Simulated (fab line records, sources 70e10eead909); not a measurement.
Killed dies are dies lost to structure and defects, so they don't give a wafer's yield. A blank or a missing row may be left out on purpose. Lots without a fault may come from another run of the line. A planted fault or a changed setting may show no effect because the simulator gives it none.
fab line records | flow nand_harc
record lots=6 wafers=18 last_day=25
route steps=1159 shown A_STAIRCASE@677 END@1159
lots that met no fault: from a run of the same line without faults
start_h: hours from the record's first day to the start of the lot's first wafer shown | wait_h: hours since the lot's step before | " the same as in the row above | L1.1+2: a row that stands for several wafers | - no value, or no start given | * or withheld: withheld | < > ~ a bound
route shown NAME@n: a module of which the file shows steps, and the number in the route of the first | usual: mean/standard deviation of fault-free wafers | same: alike in all rows | chamber/n: place in a boat | sites: the reading at each site | _std_site: their standard deviation | _edge_site: outer sites' mean less inner sites' | radius_mm: how far each site lies from the wafer's centre | mask NAME#n: copy n | behind: the tool/chamber that last shaped the wafer | hold: why the lot was held/for how many hours/how that ended | device: the transistor (n, p or np) that didn't switch | end of line: the same wafers' tests at the end of the route | a step without rows: its recipe alone | killed: dies lost to structure and defects at the first sort, not the wafer's yield | map: a wafer's dies, x killed, . not, _ none there
set.NAME: the setting as run; set.NAME@STEP: as run at that earlier step | model.NAME: the simulator's own value behind a step, which no gauge read
lots at some steps of the route; a table a step, a row a wafer
services: from which hour (start_h, from the record's first day; less than 0 if before it) a tool's chamber was out of use, for how many hours, and why
## steps
# step NHARC_A_STAIRCASE_DEHYDRATE_302
# recipe temp_c=150 time_s=120
# step NHARC_A_STAIRCASE_HMDS_303
# recipe time_s=30
# step NHARC_A_STAIRCASE_COAT_304
# recipe spin_rpm=1200
# step NHARC_A_STAIRCASE_SOFTBAKE_305
# recipe temp_c=135 time_s=170
# step NHARC_A_STAIRCASE_EBR_306
# step NHARC_A_STAIRCASE_EXPOSE_307
# recipe na=0.5 dose_mj=45.72 mask_id=CHOP_50
# step NHARC_A_STAIRCASE_PEB_308
# recipe peb_temp_c=115 peb_time_s=130
# step NHARC_A_STAIRCASE_DEVELOP_309
# recipe time_s=140
# step NHARC_A_STAIRCASE_HARDBAKE_311
# recipe temp_c=120 time_s=140
# step NHARC_A_STAIRCASE_DESCUM_312
# recipe time_s=3 o2_flow_sccm=200 ar_flow_sccm=0 bias_power_w=0 chemistry=O2
# usual drypump_motor_current_A=5.9/0.46 mfc_ar_sccm=0.010/0.013 oes_product_au=1.002/0.015 rf_vpp_V=57.7/0.89 showerhead_plenum_p_Torr=1.93/0.081 throttle_valve_pct=11.311/0.0078
# columns lot.wafer tool chamber start_h wait_h drypump_motor_current_A mfc_ar_sccm oes_product_au rf_hours_counter_h rf_vpp_V showerhead_plenum_p_Torr throttle_valve_pct
L197.1 rie_diel-01 2 268.02 - 6.3 0 0.988 43 58.1 2.03 11.310
L197.5 " 1 " " 5.2 0.016 0.984 - 57.7 2.06 11.318
L197.6 " 3 " " 5.0 0.027 1.001 - 57.2 2.00 11.338
L202.4 rie_diel-08 0 312.57 - 6.2 0 1.016 1 58.8 1.91 11.312
L202.2 " 1 " " 6.0 0.020 0.994 1 58.8 1.85 11.310
L202.5 " 1 " " 6.1 0.020 0.988 - 57.3 1.85 11.310
L209.1 rie_diel-08 1 334.38 - 6.0 0.020 0.989 10 56.5 1.85 11.308
L209.4 " 2 " " 6.2 0 1.015 10 56.9 1.94 11.304
L209.5 " 2 " " 6.2 0 1.026 - 59.2 1.94 11.302
L214.4 rie_diel-03 1 387.66 - 5.6 0 0.993 56 57.1 1.85 11.309
L214.6 " 2 " " 5.5 0.044 1.020 - 58.0 1.95 11.297
L214.5 " 3 " " 5.6 0 0.994 - 56.1 1.88 11.322
L215.3 rie_diel-03 1 391.35 - 5.7 0 0.994 58 57.7 1.85 11.312
L215.1 " 3 " " 5.6 0 0.987 62 57.9 1.88 11.318
L215.5 " 2 " " 5.5 0.044 0.998 - 57.9 1.95 11.317
L217.1 rie_diel-08 3 406.79 - 6.5 0.007 1.025 33 57.3 1.81 11.314
L217.4 " 0 " " 6.2 0 1.020 33 57.9 1.90 11.317
L217.5 " 2 " " 6.2 0 1.014 - 57.3 1.93 11.302
# step NHARC_A_STAIRCASE_ETCH_313
# recipe cf4_flow_sccm=100 chf3_flow_sccm=30 ar_flow_sccm=0 rf_w=500 bias_w=200 chemistry=CF4/CHF3
# usual drypump_motor_current_A=5.8/0.45 mfc_ar_sccm=0.010/0.013 oes_product_au=0.940/0.026 rf_vpp_V=371.1/2.4 showerhead_plenum_p_Torr=1.59/0.065 throttle_valve_pct=16.802/0.0091
# columns lot.wafer tool chamber start_h wait_h drypump_motor_current_A mfc_ar_sccm oes_product_au rf_hours_counter_h rf_vpp_V showerhead_plenum_p_Torr throttle_valve_pct
L197.1 rie_diel-01 3 268.12 0.1 5.1 0.027 0.920 38 373.4 1.64 16.799
L197.6 " 2 " " 6.3 0 0.908 - 372.5 1.66 16.810
L197.5 " 3 " " 5.1 0.027 0.917 - 373.1 1.64 16.806
L202.2 rie_diel-08 0 312.65 0.1 6.2 0 0.978 1 371.3 1.57 16.792
L202.4 " 1 " " 6.0 0.020 0.954 1 368.9 1.53 16.797
L202.5 " 0 " " 6.2 0 0.970 - 371.6 1.57 16.812
L209.1 rie_diel-08 1 334.47 0.1 6.0 0.020 0.913 11 367.6 1.52 16.801
L209.4 " 3 " " 6.5 0.007 0.960 9 368.2 1.50 16.825
L209.5 " 2 " " 6.2 0 0.943 - 370.4 1.60 16.797
L214.4 rie_diel-03 0 387.77 0.1 5.7 0 0.926 60 370.0 1.60 16.801
L214.6 " 3 " " 5.6 0 0.926 - 368.9 1.55 16.788
L214.5 " 0 " " 5.7 0 0.918 - 371.9 1.60 16.794
L215.3 rie_diel-03 3 391.44 0.1 5.6 0 0.913 62 369.2 1.55 16.783
L215.1 " 1 " " 5.6 0 0.920 58 368.5 1.52 16.796
L215.5 " 3 " " 5.6 0 0.909 - 369.8 1.55 16.813
L217.4 rie_diel-08 2 406.86 0.1 6.2 0 0.972 35 371.2 1.59 16.796
L217.1 " 0 " " 6.2 0 0.989 33 368.8 1.56 16.810
L217.5 " 2 " " 6.3 0 0.978 - 370.5 1.59 16.802
# step NHARC_A_STAIRCASE_HM_OPEN_463
# recipe o2_flow_sccm=400 cos_flow_sccm=20 ar_flow_sccm=0 rf_w=500 bias_w=300 chemistry=O2/COS
# usual drypump_motor_current_A=5.9/0.46 mfc_ar_sccm=0.009/0.013 oes_product_au=1.003/0.015 rf_vpp_V=467.6/2.9 showerhead_plenum_p_Torr=3.14/0.13 throttle_valve_pct=28.330/0.0084
# columns lot.wafer tool chamber start_h wait_h drypump_motor_current_A mfc_ar_sccm oes_product_au rf_hours_counter_h rf_vpp_V showerhead_plenum_p_Torr throttle_valve_pct
L197.1 rie_diel-01 2 268.28 - 6.3 0 0.971 43 469.5 3.30 28.336
L197.6 " 1 " " 5.2 0.016 0.979 - 471.1 3.35 28.345
L197.5 " 3 " " 5.0 0.027 0.995 - 468.7 3.26 28.331
L202.2 rie_diel-08 1 312.80 - 6.1 0.020 1.004 1 465.0 3.03 28.326
L202.4 " 3 " " 6.5 0.007 1.026 1 462.9 2.98 28.333
L202.5 " 0 " " 6.2 0 0.953 - 466.6 3.12 28.344
L209.4 rie_diel-08 3 334.61 - 6.5 0.007 1.028 9 464.6 2.97 28.342
L209.1 " 0 " " 6.2 0 0.944 10 466.1 3.12 28.321
L209.5 " 3 " " 6.5 0.007 0.976 - 465.0 2.97 28.332
L214.4 rie_diel-03 1 387.96 - 5.6 0 0.989 56 466.4 3.02 28.324
L214.6 " 2 " " 5.5 0.044 1.012 - 471.4 3.18 28.311
L214.5 " 3 " " 5.6 0 0.996 - 466.6 3.07 28.323
L215.1 rie_diel-03 3 391.56 - 5.6 0 0.984 62 465.4 3.07 28.334
L215.3 " 2 " " 5.5 0.044 0.997 58 468.2 3.18 28.342
L215.5 " 0 " " 5.7 0 0.999 - 467.8 3.17 28.331
L217.4 rie_diel-08 3 407.06 - 6.5 0.007 1.018 33 463.4 2.96 28.330
L217.1 " 0 " " 6.2 0 1.013 34 467.1 3.11 28.346
L217.5 " 3 " " 6.5 0.007 1.018 - 463.0 2.96 28.311
# step NHARC_A_STAIRCASE_STRIP_464
# recipe o2_flow_sccm=400 cos_flow_sccm=20 ar_flow_sccm=0 bias_w=0 chemistry=O2/COS
# step NHARC_END_SORT_01
# recipe temp_c=25
# usual killed_at_array=27/10 killed_at_other=0.6/0.96 killed_at_periphery=3.4/2.7 killed_dies=31/10 killed_open=2.9/1.8 killed_short=1.8/1.4
# same gross_dies=677
# columns lot.wafer tool chamber start_h wait_h killed_at_array killed_at_other killed_at_periphery killed_dies killed_open killed_short
L197.1 prober-01 0 449.53 2.5 25 1 5 31 5 2
L197.5 prober-01 0 452.73 3.7 27 0 3 30 1 0
L197.6 prober-01 0 453.54 4.0 30 0 4 34 2 1
L202.2 prober-01 0 493.60 2.8 19 1 11 31 2 3
L202.4 prober-01 0 495.21 3.4 24 1 10 35 6 4
L202.5 prober-01 0 496.02 3.7 546 1 11 558 5 4
L209.1 prober-02 0 509.57 2.5 533 0 1 534 3 4
L209.4 prober-02 0 511.96 3.4 48 0 2 50 4 1
L209.5 prober-02 0 512.76 3.7 569 0 2 571 7 0
L214.4 prober-02 0 566.01 3.4 30 0 3 33 3 1
L214.5 prober-02 0 566.80 3.7 23 1 3 27 3 1
L214.6 prober-02 0 567.60 4.0 36 0 0 36 1 2
L215.1 prober-01 0 575.65 2.5 47 1 4 52 4 1
L215.3 prober-01 0 577.25 3.1 39 0 6 45 4 4
L215.5 prober-01 0 578.84 3.7 50 0 3 53 5 4
L217.1 prober-02 0 592.46 2.5 39 0 7 46 1 2
L217.4 prober-02 0 594.85 3.4 28 0 6 34 2 5
L217.5 prober-02 0 595.65 3.7 20 2 2 24 0 0
# killed by level:class
L197.1 A_CHANNEL_HOLE_D1:chamber_film_flake=12 A_SLIT:chamber_film_flake=4 A_M1:geometric_particle:open=2 P_STI:chamber_film_flake=2 A_CONTACT:chamber_film_flake=2 P_M0:geometric_particle:open=1 P_M0:geometric_particle:short=1 A_CHANNEL_HOLE_D1:geometric_particle:open=1
L197.5 A_SLIT:chamber_film_flake=13 A_CHANNEL_HOLE_D1:chamber_film_flake=10 P_STI:chamber_film_flake=2 A_STAIRCASE:chamber_film_flake=2 A_CHANNEL_HOLE_D1:geometric_particle:open=1 P_GATE:chamber_film_flake=1 A_CONTACT:chamber_film_flake=1
L197.6 A_CHANNEL_HOLE_D1:chamber_film_flake=13 A_SLIT:chamber_film_flake=13 P_M0:chamber_film_flake=2 A_CONTACT:chamber_film_flake=2 P_CONTACT:geometric_particle:short=1 A_CONTACT:geometric_particle:open=1 A_M0:geometric_particle:open=1 P_STI:chamber_film_flake=1
L202.2 P_ZERO_WELL:chamber_film_flake=6 A_CHANNEL_HOLE_D1:chamber_film_flake=6 A_SLIT:chamber_film_flake=3 P_M2:chamber_film_flake=3 A_WL_FILL:chamber_film_flake=3 A_ONON_D1:geometric_particle:open=1 A_ONON_D1:geometric_particle:short=1 A_CHANNEL_FILL_D1:geometric_particle:short=1
L202.4 A_STAIRCASE:chamber_film_flake=5 P_ZERO_WELL:chamber_film_flake=4 P_M1:chamber_film_flake=4 A_CHANNEL_HOLE_D1:chamber_film_flake=4 A_CONTACT:geometric_particle:open=3 A_WL_FILL:chamber_film_flake=3 A_WL_FILL:geometric_particle:short=2 A_ONON_D1:geometric_particle:short=1
L202.5 A_STAIRCASE:area_open=526 P_ZERO_WELL:chamber_film_flake=4 P_M1:chamber_film_flake=4 A_CHANNEL_HOLE_D1:chamber_film_flake=4 A_STAIRCASE:chamber_film_flake=3 A_CHANNEL_FILL_D1:geometric_particle:open=2 P_GATE:chamber_film_flake=2 A_WL_FILL:chamber_film_flake=2
L209.1 A_STAIRCASE:area_open=483 A_CHANNEL_HOLE_D1:chamber_film_flake=20 A_SLIT:chamber_film_flake=16 A_WL_FILL:chamber_film_flake=3 A_CONTACT:chamber_film_flake=3 A_ONON_D1:geometric_particle:short=2 A_CHANNEL_FILL_D1:geometric_particle:open=2 P_M1:geometric_particle:short=1
L209.4 A_CHANNEL_HOLE_D1:chamber_film_flake=19 A_SLIT:chamber_film_flake=13 A_CONTACT:chamber_film_flake=8 A_CONTACT:geometric_particle:open=3 A_STAIRCASE:chamber_film_flake=2 A_ONON_D1:geometric_particle:open=1 A_WL_FILL:geometric_particle:short=1 P_GATE:chamber_film_flake=1
L209.5 A_STAIRCASE:area_open=526 A_CHANNEL_HOLE_D1:chamber_film_flake=19 A_SLIT:chamber_film_flake=15 A_CONTACT:geometric_particle:open=2 P_GATE:chamber_film_flake=2 A_SOURCE_PLATE:geometric_particle:open=1 A_ONON_D1:geometric_particle:open=1 A_CHANNEL_HOLE_D1:geometric_particle:open=1
L214.4 A_SLIT:chamber_film_flake=13 A_CHANNEL_HOLE_D1:chamber_film_flake=7 P_GATE:chamber_film_flake=2 A_STAIRCASE:chamber_film_flake=2 A_SGD_CUT:chamber_film_flake=2 P_M1:geometric_particle:open=1 A_CONTACT:geometric_particle:open=1 A_BLC:geometric_particle:open=1
L214.5 A_SLIT:chamber_film_flake=11 A_CHANNEL_HOLE_D1:chamber_film_flake=5 A_CONTACT:geometric_particle:open=2 P_M1:geometric_particle:open=1 STARTING-WAFER:geometric_particle:short=1 P_ZERO_WELL:chamber_film_flake=1 P_GATE:chamber_film_flake=1 A_ZERO_WELL:chamber_film_flake=1
L214.6 A_SLIT:chamber_film_flake=17 A_CHANNEL_HOLE_D1:chamber_film_flake=9 A_SGD_CUT:chamber_film_flake=3 A_WL_FILL:chamber_film_flake=2 A_SOURCE_PLATE:geometric_particle:open=1 A_WL_FILL:geometric_particle:short=1 A_CONTACT:geometric_particle:short=1 A_CONTACT:chamber_film_flake=1
L215.1 A_SLIT:chamber_film_flake=19 A_CHANNEL_HOLE_D1:chamber_film_flake=11 A_CONTACT:chamber_film_flake=10 P_STI:chamber_film_flake=3 A_CONTACT:geometric_particle:open=2 P_M1:geometric_particle:open=1 A_CHANNEL_FILL_D1:geometric_particle:open=1 A_M0:geometric_particle:short=1
L215.3 A_SLIT:chamber_film_flake=17 A_CHANNEL_HOLE_D1:chamber_film_flake=10 A_CONTACT:chamber_film_flake=5 A_STAIRCASE:chamber_film_flake=4 P_CONTACT:geometric_particle:open=2 P_M0:geometric_particle:short=1 P_M1:geometric_particle:open=1 P_M2:geometric_particle:open=1
L215.5 A_SLIT:chamber_film_flake=20 A_CHANNEL_HOLE_D1:chamber_film_flake=11 A_CONTACT:chamber_film_flake=6 A_M0:geometric_particle:open=2 P_STI:chamber_film_flake=2 A_STAIRCASE:chamber_film_flake=2 A_SGD_CUT:chamber_film_flake=2 P_GATE:geometric_particle:open=1
L217.1 A_SLIT:chamber_film_flake=25 A_M0:chamber_film_flake=5 P_STI:chamber_film_flake=3 P_CONTACT:chamber_film_flake=3 A_CONTACT:chamber_film_flake=3 A_SOURCE_PLATE:geometric_particle:short=1 A_WL_FILL:geometric_particle:short=1 A_CONTACT:geometric_particle:open=1
L217.4 A_SLIT:chamber_film_flake=19 P_CONTACT:chamber_film_flake=4 A_CONTACT:geometric_particle:open=2 P_M0:geometric_particle:short=1 A_CHANNEL_HOLE_D1:geometric_particle:short=1 A_SGD_CUT:geometric_particle:short=1 A_WL_FILL:geometric_particle:short=1 A_M0:geometric_particle:short=1
L217.5 A_SLIT:chamber_film_flake=15 A_M0:chamber_film_flake=3 P_GATE:chamber_film_flake=1 P_CONTACT:chamber_film_flake=1 A_CHANNEL_HOLE_D1:chamber_film_flake=1 A_CONTACT:chamber_film_flake=1 THIN_TSV:chamber_film_flake=1 HYBRID_BOND:latent=1
# map L202.5 (x killed, . not)
____________.____________
_________xxxxxxx_________
_______xxxxxxxxxxx_______
______...xxxxxxxxxx______
_____xxxxx.xxxxxxxxx_____
____...xxxx.xxxxxxxxx____
____xx.x..xx.xxxxxxxx____
___.xx.x.xxx.xx.xxxxxx___
___x.xxxxxx..xx.xxxxxx___
__..x.x.x..x.xx.xxxxxxx__
__.xx.x..x...xxxx.xxxxx__
_.xx.xx..xx.xxxxxxxxxxxx_
_xx.x.xxxxx.xxxx.xxxxxxx_
_...xxxxx.xx.xxxxxxxxxxx_
_x.xx.xxxxx.xxxxxxxxxxxx_
_..xx.xxxxxxxxxxxxxxxxxx_
xx.x..x..xxxxx.xxxxxxxxxx
..xxx..xx.xxx.xxxxxxxxxxx
..xxx.xxxxxx.xx.x.xxxxxxx
x.xx.xxxx.x.x..xxxxxxxxxx
xx..xxx.x.xxxxxxxxxxxxxxx
_x...xxxxxxx.xx.xx.x.xxx_
_.xx.xxxxx.xxxxxxx.xxxxx_
_xxxxxxxx.xxxxxxxxxxxxxx_
_.xxxxxxxxx.xxxxxxxxxxxx_
_..xx..xx.xxxxxxxxxxxxxx_
__x.x.x.xxxxxxxxxxxxxxx__
__x.x.xxx.xxxxxxxxxxxxx__
___.xx.xxxxxx.xxxxxxxx___
___xxxxxxxxx.xxxxxxxxx___
____xx.xxxxxxxxxxxxxx____
____xxxxx.xxxxxxxxxxx____
_____xxx.xxxxxxxxxxx_____
______xxxxxxxx.xxxx______
_______xxxxxxxxxxx_______
_________xxxxxxx_________
____________x____________
# map L209.5 (x killed, . not)
____________.____________
_________...xxx._________
_______.xxxx......_______
______x.....x.xxx.x______
_____....xx.xx.x...x_____
____..x.xxx.xx.x..xxx____
____...xxxxxxxxxxxxxx____
___.xxxxxxxxxxxxxxxxxx___
___.xxx.x.xxxxxxxxxxxx___
__.x.xxx.x.xxxxx.xxxxxx__
__xx.xxxxxxxxx.xxxxxxxx__
_.xxxxxxx.xxxxxxxxxxxx.x_
_.xxxxxxxxxxxxxxxxxxxxx._
_...xxxxxxxxxxxx.xxxxxx._
_xx.xxxxxxxxxxxxxxxxxxxx_
_..xxxxxxxxxxx.xxxxxxxxx_
..xxxxxx.x.xxxxxxxxxxxxxx
x.xxx.xxxxxxxxxxxxxxxxxxx
x.xx.xxxxxxxxxxxxxxxxxxxx
..x.xxxxx.xxxxxxxxxxxxxx.
.xxxxxxxxxxxxxxxxxxxxxxxx
_.xxxxxxxxxxxxxxxxxxxxxx_
_.....xxxxxxxxxxxxxxxxxx_
_.xxxxxxxxxxxx.xxxxxxxxx_
_x.xxxxxxxxxx.xxxxxx.xxx_
_.x....xxxxxxxxxxxxxxxxx_
__xx..xxxxxxxxxxxxxxxxx__
__xxxxxxxxxxxxxxxxxxxxx__
___.xxxxxxxxxxxxxxxxxx___
___..xxxxxxxxxxxxxxxxx___
____xxxxxxxxxxxxxxxxx____
____.xxxxxxxxxxxxxxxx____
_____.xxxxxxxx.xxxx._____
______xxx.xxx.xxxxx______
_______x.xxxxxxxxx_______
_________.xxxxxx_________
____________x____________
## services
# columns tool chamber start_h hours kind
rie_diel-08 0 256.77 - clean
rie_diel-08 1 256.77 - clean
rie_diel-08 2 256.77 - clean
rie_diel-08 3 256.77 - clean
rie_diel-01 0 264.34 4.4 repair
rie_diel-08 3 265.31 3.5 repair
rie_diel-08 0 281.27 - clean
rie_diel-08 1 281.27 - clean
rie_diel-08 2 281.27 - clean
rie_diel-08 3 281.27 - clean
rie_diel-08 - 301.80 9.0 pm
rie_diel-08 0 301.80 9.0 vent_cycle
rie_diel-08 1 301.80 9.0 vent_cycle
rie_diel-08 2 301.80 9.0 vent_cycle
rie_diel-08 3 301.80 9.0 vent_cycle
rie_diel-08 0 310.80 - clean
rie_diel-08 1 310.80 - clean
rie_diel-08 2 310.80 - clean
rie_diel-08 3 310.80 - clean
rie_diel-01 - 323.45 9.0 pm
rie_diel-08 0 335.30 - clean
rie_diel-08 1 335.30 - clean
rie_diel-08 2 335.30 - clean
rie_diel-03 - 392.35 9.0 pm
## key
first_sign step=NHARC_A_STAIRCASE_HM_OPEN_463 reading=oes_product_au direction=down sigmas=3.1 usual=1.003 struck=0.958
effect step=NHARC_END_SORT_01 reading=killed_dies direction=up sigmas=52 usual=31 struck=554
more_kills_born_at NHARC_A_STAIRCASE_HM_OPEN_463@rie_diel-08=1536
met_at NHARC_A_STAIRCASE_HM_OPEN_463
struck_wafers L202.5,L209.1,L209.5
later_rows_left_out L202.5,L209.1,L209.5
tester_left_out L202,L209
fault kind=process_parameter_drift tool=rie_diel-08 chamber=- onset_h=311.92 steps=NHARC_A_STAIRCASE_HM_OPEN_463 channel=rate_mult offset=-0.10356 shape=step end_h=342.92 scope=struck_wafers_only
# tester_left_out: of these lots the tester's yield and bins aren't shown, on N5 and GAA mostly nor the transistor test; their killed dies are dies lost to structure and defects alone, not to doping, threshold or leakage, so they don't give the yield
# later_rows_left_out: the simulator's readings of these wafers behind a module that went badly wrong aren't trusted and aren't shown, but for the sort
